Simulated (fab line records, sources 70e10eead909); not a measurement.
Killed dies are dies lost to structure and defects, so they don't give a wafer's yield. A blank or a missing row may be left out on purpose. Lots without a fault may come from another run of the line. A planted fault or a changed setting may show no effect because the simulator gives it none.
One fault seen from 2 desks | flow nand_harc | each desk has only its own numbers; what lay behind them comes last

THE DEFECT DESK
What the inspections along the route counted, lot by lot: means of the sampled wafers that have a number. A lot is out of limits, marked OUT, if its mean lies more than 4 standard deviations from the usual mean; the brackets give that distance.
Columns: A = raw_defect_count at NHARC_P_STI_INSPECT_25, usual 217
lot  | first seen here | A
L230 | day 4 12:23     | 185
L232 | day 5 18:31     | 197
L233 | day 5 18:31     | 185
L234 | day 6 09:20     | 254
L236 | day 6 22:26     | 255
L240 | day 8 21:16     | 182
L241 | day 8 21:16     | 314
L242 | day 9 23:16     | 224
L248 | day 12 05:13    | 177
L249 | day 12 11:53    | 258
L250 | day 12 22:58    | 414
L252 | day 13 10:26    | 175
This desk's finding: nothing out of limits on any of the 12 lots.

THE METROLOGY DESK
What the gauges read, lot by lot, whatever tool the lot ran on: means of the sampled wafers that have a number. A lot is out of limits, marked OUT, if its mean lies more than 4 standard deviations from the usual mean; the brackets give that distance.
Columns: A = cd_nm at NHARC_P_GATE_CD_MEAS_26, usual 120.6 nm; B = cd_nm at NHARC_P_GATE_CD_MEAS_33, usual 121 nm
lot  | first seen here | A               | B
L230 | day 5 11:58     | 121.7           | 123
L233 | day 6 17:35     | 120.1           | 117
L232 | day 6 18:15     | 120.5           | 120
L234 | day 7 08:13     | 120.5           | 120
L236 | day 7 21:21     | 120.8           | 120
L240 | day 9 20:19     | 112.1 (-11) OUT | 110
L241 | day 9 20:28     | 120.6           | 122
L242 | day 10 23:37    | 111.1 (-12) OUT | 113
L248 | day 13 07:03    | 121.1           | 124
L249 | day 13 10:54    | 120.6           | 122
L250 | day 14 02:12    | 120.1           | 121
L252 | day 14 11:04    | 120.1           | 123
This desk's finding: out of limits on L240, L242; first on L240, day 9 20:19 (cd_nm at NHARC_P_GATE_CD_MEAS_26). In limits: L230, L233, L232, L234, L236, L241, L248, L249, L250, L252.

PUT TOGETHER
The metrology desk could have raised an alarm at day 9 20:19, on L240, L242.
The defect desk saw nothing out of limits.
The defect desk has L240, L242 on record, within its limits.
Of the lots named, all ran NHARC_P_GATE_EXPOSE_23 on arfi_scanner-03.

WHAT THE SIMULATOR HAD PUT IN
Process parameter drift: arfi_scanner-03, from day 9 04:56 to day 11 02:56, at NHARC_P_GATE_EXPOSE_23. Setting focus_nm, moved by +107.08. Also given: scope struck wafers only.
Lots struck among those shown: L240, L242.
Hours from the fault's start to each desk's first reading out of limits: the metrology desk, 15.
